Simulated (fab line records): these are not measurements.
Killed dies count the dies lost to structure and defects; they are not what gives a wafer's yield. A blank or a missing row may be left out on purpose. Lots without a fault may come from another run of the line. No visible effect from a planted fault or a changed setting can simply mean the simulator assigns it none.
Chamber matching + flow n5-finfet + 4 sister chambers for N5_PASSIVATION_STRIP_14 on rie-diel-06
The step strips in O2. 20 wafers are shown with their chamber, then 10 later ones without.

== EACH WAFER AND ITS CHAMBER ==
| wafer  | chamber | showerhead-plenum-p-Torr (Torr) | drypump-motor-current-A (A) | throttle-valve-pct (%) |
|--------|---------|---------------------------------|-----------------------------|------------------------|
| L075.3 | 2       | 2.13                            | 4.8                         | 16.4                   |
| L075.4 | 0       | 2.04                            | 5.3                         | 16.9                   |
| L075.6 | 1       | 2.23                            | 5.1                         | 16.4                   |
| L078.2 | 2       | 2.13                            | 4.8                         | 16.4                   |
| L078.4 | 0       | 2.04                            | 5.3                         | 17.0                   |
| L078.5 | 3       | 1.96                            | 5.2                         | 17.0                   |
| L082.2 | 0       | 2.04                            | 5.3                         | 17.0                   |
| L082.4 | 1       | 2.23                            | 5.1                         | 16.5                   |
| L082.6 | 3       | 1.96                            | 5.2                         | 17.0                   |
| L089.2 | 2       | 2.12                            | 4.8                         | 16.4                   |
| L089.4 | 2       | 2.13                            | 4.8                         | 16.4                   |
| L089.6 | 3       | 1.96                            | 5.3                         | 16.9                   |
| L091.2 | 1       | 2.22                            | 5.1                         | 16.5                   |
| L091.4 | 3       | 1.96                            | 5.2                         | 16.9                   |
| L091.6 | 2       | 2.13                            | 4.8                         | 16.4                   |
| L090.1 | 2       | 2.12                            | 4.8                         | 16.4                   |
| L090.5 | 3       | 1.96                            | 5.3                         | 16.9                   |
| L090.6 | 0       | 2.04                            | 5.3                         | 17.0                   |
| L092.2 | 3       | 1.96                            | 5.3                         | 17.0                   |
| L092.5 | 0       | 2.04                            | 5.3                         | 17.0                   |

SIGNATURES (averages over the wafers above)
| reading                  | chamber 0 | chamber 1 | chamber 2 | chamber 3 | scatter within a chamber |
|--------------------------|-----------|-----------|-----------|-----------|--------------------------|
| showerhead-plenum-p-Torr | 2.0400    | 2.2267    | 2.1267    | 1.9600    | 0.00354                  |
| drypump-motor-current-A  | 5.300     | 5.100     | 4.800     | 5.250     | 0.0306                   |
| throttle-valve-pct       | 16.980    | 16.467    | 16.400    | 16.950    | 0.0431                   |
Rule: a wafer's distance from a chamber is the root of the sum, over the readings, of the square of ((its reading less the chamber's mean) divided by the reading's scatter). If the next closest chamber is less than 2 further off than the closest, the wafer can't be placed; otherwise it belongs to the closest. How the scatter is found: for the shown wafers, subtract from each reading the mean of its chamber, square and add these, divide the total by (wafers less chambers), then take the root.

== WAFERS MISSING THEIR CHAMBER ==
| wafer  | showerhead-plenum-p-Torr (Torr) | drypump-motor-current-A (A) | throttle-valve-pct (%) |
|--------|---------------------------------|-----------------------------|------------------------|
| L092.6 | 2.12                            | 4.8                         | 16.4                   |
| L093.3 | 2.03                            | 5.3                         | 17.0                   |
| L093.4 | 1.96                            | 5.3                         | 17.0                   |
| L093.5 | 2.12                            | 4.8                         | 16.4                   |
| L095.1 | 1.96                            | 5.3                         | 17.0                   |
| L095.5 | 1.96                            | 5.3                         | 17.0                   |
| L095.6 | 2.03                            | 5.3                         | 17.0                   |
| L097.1 | 2.12                            | 4.8                         | 16.5                   |
| L097.4 | 2.03                            | 5.4                         | 17.0                   |
| L097.5 | 2.12                            | 4.8                         | 16.4                   |

== WHICH CHAMBER EACH WENT THROUGH ==
| wafer  | from the rows above | in truth |
|--------|---------------------|----------|
| L092.6 | 2                   | 2        |
| L093.3 | 0                   | 0        |
| L093.4 | 3                   | 3        |
| L093.5 | 2                   | 2        |
| L095.1 | 3                   | 3        |
| L095.5 | 3                   | 3        |
| L095.6 | 0                   | 0        |
| L097.1 | 2                   | 2        |
| L097.4 | 0                   | 0        |
| L097.5 | 2                   | 2        |
Correct placement for 10 of the 10. From these rows, 0 cannot be placed. Wrongly placed: 0.
